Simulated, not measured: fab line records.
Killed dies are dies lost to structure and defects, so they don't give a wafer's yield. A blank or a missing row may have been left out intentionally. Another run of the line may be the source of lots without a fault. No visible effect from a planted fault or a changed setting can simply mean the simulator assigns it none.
Chamber matching / flow nand-harc / NHARC_A_CONTACT_DEP_58 on pecvd-04 has 3 sister chambers
The step deposits SiON, target thk 90 nm. 16 wafers are shown with their chamber, then 8 later ones without.

WAFERS WITH THEIR CHAMBER
wafer=L077.1; chamber=0; heater-power-w (W)=794; rf-fwd-power-W (W)=347.8
wafer=L077.2; chamber=2; heater-power-w (W)=646; rf-fwd-power-W (W)=351.1
wafer=L077.4; chamber=2; heater-power-w (W)=664; rf-fwd-power-W (W)=349.7
wafer=L079.2; chamber=0; heater-power-w (W)=844; rf-fwd-power-W (W)=347.4
wafer=L079.3; chamber=1; heater-power-w (W)=795; rf-fwd-power-W (W)=346.7
wafer=L079.4; chamber=1; heater-power-w (W)=806; rf-fwd-power-W (W)=346.3
wafer=L081.1; chamber=2; heater-power-w (W)=680; rf-fwd-power-W (W)=348.8
wafer=L081.5; chamber=1; heater-power-w (W)=805; rf-fwd-power-W (W)=348.2
wafer=L081.6; chamber=0; heater-power-w (W)=821; rf-fwd-power-W (W)=347.3
wafer=L085.2; chamber=0; heater-power-w (W)=797; rf-fwd-power-W (W)=347.8
wafer=L085.3; chamber=2; heater-power-w (W)=651; rf-fwd-power-W (W)=347.6
wafer=L085.5; chamber=1; heater-power-w (W)=687; rf-fwd-power-W (W)=347.6
wafer=L089.1; chamber=2; heater-power-w (W)=729; rf-fwd-power-W (W)=347.9
wafer=L089.5; chamber=0; heater-power-w (W)=680; rf-fwd-power-W (W)=349.4
wafer=L089.6; chamber=2; heater-power-w (W)=738; rf-fwd-power-W (W)=348.4
wafer=L093.2; chamber=2; heater-power-w (W)=720; rf-fwd-power-W (W)=350.4

SIGNATURES, as means of the wafers listed above
reading=heater-power-w; chamber 0=787.20; chamber 1=773.25; chamber 2=689.71; scatter within a chamber=51.9
reading=rf-fwd-power-W; chamber 0=347.940; chamber 1=347.200; chamber 2=349.129; scatter within a chamber=1.09
Rule: for each reading, subtract the chamber's mean from the wafer's reading, divide by that reading's scatter and square the result; add these up over the readings and take the root, which gives the wafer's distance from the chamber. The wafer belongs to the nearest chamber; if the next one is less than 2 further off, it can't be placed. How the scatter is found: for the shown wafers, subtract from each reading the mean of its chamber, square and add these, divide the total by (wafers less chambers), then take the root.

WAFERS WHOSE CHAMBER IS MISSING
wafer=L093.5; heater-power-w (W)=721; rf-fwd-power-W (W)=349.4
wafer=L093.6; heater-power-w (W)=659; rf-fwd-power-W (W)=348.0
wafer=L096.1; heater-power-w (W)=781; rf-fwd-power-W (W)=346.8
wafer=L096.4; heater-power-w (W)=753; rf-fwd-power-W (W)=348.2
wafer=L096.6; heater-power-w (W)=707; rf-fwd-power-W (W)=349.9
wafer=L097.2; heater-power-w (W)=673; rf-fwd-power-W (W)=347.5
wafer=L097.3; heater-power-w (W)=759; rf-fwd-power-W (W)=349.2
wafer=L097.4; heater-power-w (W)=750; rf-fwd-power-W (W)=348.9

EACH ONE'S CHAMBER
wafer=L093.5; from the rows above=can't be placed: 2 or 0 or 1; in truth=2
wafer=L093.6; from the rows above=can't be placed: 2 or 1 or 0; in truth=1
wafer=L096.1; from the rows above=can't be placed: 1 or 0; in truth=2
wafer=L096.4; from the rows above=can't be placed: 0 or 1 or 2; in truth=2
wafer=L096.6; from the rows above=can't be placed: 2 or 0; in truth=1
wafer=L097.2; from the rows above=can't be placed: 2 or 1 or 0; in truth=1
wafer=L097.3; from the rows above=can't be placed: 0 or 2 or 1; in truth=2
wafer=L097.4; from the rows above=can't be placed: 0 or 2 or 1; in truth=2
Placed correctly: 0 of 8. Cannot be placed on the basis of these rows: 8; the candidates contain the true chamber in 6. Placed wrongly: 0.
